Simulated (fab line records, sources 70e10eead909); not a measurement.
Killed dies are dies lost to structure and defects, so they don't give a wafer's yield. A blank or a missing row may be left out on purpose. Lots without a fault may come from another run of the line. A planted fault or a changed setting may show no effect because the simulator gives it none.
Tool commonality check | flow nand_harc | 3 lots, 9 wafers sampled

WHY IT WAS OPENED
At NHARC_END_SORT_01 the reading killed_at_array is flagged on 3 of 3 lots. Wafers without a fault read 27, standard deviation 11.
Rule: a lot is flagged when every wafer of it that has a number lies more than 4 standard deviations from that mean, or none has a number. The other lots count as sound.

lot  | measured     | on        | killed_at_array, wafer by wafer | flag
L337 | day 21 14:20 | prober-02 | 673 669 671                     | FLAGGED
L338 | day 21 16:02 | prober-01 | 671 671 673                     | FLAGGED
L336 | day 22 05:55 | prober-02 | 677 672 671                     | FLAGGED
The numbers of the flagged lots are 672 on average: +645 against the usual, or +59 standard deviations.

WHICH TOOL RAN EACH LOT
The record holds 4 process steps before the reading, out of a route of 1159 steps. In each cell: the tool, then ch and the chambers that the sampled wafers went through, then the start.
lot  | flag    | NHARC_A_STAIRCASE_ETCH_453         | NHARC_A_STAIRCASE_ETCH_315                    | NHARC_A_STAIRCASE_ETCHBACK_416                | NHARC_A_STAIRCASE_STRIP_476
L337 | FLAGGED | rie_diel-05 ch 0,3, day 14 04:10   | rie_diel-05 ch 1,2, day 14 09:01 or earlier   | rie_diel-05 ch 2,3, day 14 09:01              | rie_diel-05 ch 0,2,3, day 14 09:06
L338 | FLAGGED | rie_diel-13 ch 1,2,3, day 14 02:01 | rie_diel-13 ch 1,3, day 14 05:31 or earlier   | rie_diel-08 ch 0,1,2, day 14 05:31 or earlier | rie_diel-08 ch 0,2,3, day 14 05:31
L336 | FLAGGED | rie_diel-05 ch 0,2,3, day 14 02:27 | rie_diel-05 ch 0,1,2, day 14 05:56 or earlier | rie_diel-08 ch 1,2,3, day 14 05:56 or earlier | rie_diel-08 ch 0,2,3, day 14 05:56
What these steps do:
- NHARC_A_STAIRCASE_ETCH_453: etches the open film in CF4/O2, target depth 30 nm, overetch 3 nm, time 16.5 s.
- NHARC_A_STAIRCASE_ETCH_315: etches the open film in C4F8/O2/Ar, target depth 2500 nm, time 607.1 s.
- NHARC_A_STAIRCASE_ETCHBACK_416: etches the open film in C4F8/O2/Ar, target depth 36 nm, time 7.2 s.
- NHARC_A_STAIRCASE_STRIP_476: strips in O2, time 20 s.
- NHARC_END_SORT_01

FLAGGED OVER TOTAL, TOOL BY TOOL (the gauges that took the reading come last)
step                           | tool        | lots run | flagged | share of the flagged lots | sound lots run after its first flagged lot
NHARC_A_STAIRCASE_ETCH_453     | rie_diel-05 | 2        | 2       | some                      | 0
NHARC_A_STAIRCASE_ETCH_453     | rie_diel-13 | 1        | 1       | some                      | 0
NHARC_A_STAIRCASE_ETCH_315     | rie_diel-05 | 2        | 2       | some                      | 0
NHARC_A_STAIRCASE_ETCH_315     | rie_diel-13 | 1        | 1       | some                      | 0
NHARC_A_STAIRCASE_ETCHBACK_416 | rie_diel-05 | 1        | 1       | some                      | 0
NHARC_A_STAIRCASE_ETCHBACK_416 | rie_diel-08 | 2        | 2       | some                      | 0
NHARC_A_STAIRCASE_STRIP_476    | rie_diel-05 | 1        | 1       | some                      | 0
NHARC_A_STAIRCASE_STRIP_476    | rie_diel-08 | 2        | 2       | some                      | 0
NHARC_END_SORT_01              | prober-01   | 1        | 1       | some                      | 0
NHARC_END_SORT_01              | prober-02   | 2        | 2       | some                      | 0
NHARC_A_STAIRCASE_ETCH_315 gives no start for some lots, so the hours and the order of its lots are those of NHARC_A_STAIRCASE_STRIP_476. NHARC_A_STAIRCASE_ETCHBACK_416 gives no start for some lots, so the hours and the order of its lots are those of NHARC_A_STAIRCASE_STRIP_476.

WHAT THE TABLE ALLOWS
No row of the table ran every flagged lot.

WHAT THE SIMULATOR HAD PUT IN
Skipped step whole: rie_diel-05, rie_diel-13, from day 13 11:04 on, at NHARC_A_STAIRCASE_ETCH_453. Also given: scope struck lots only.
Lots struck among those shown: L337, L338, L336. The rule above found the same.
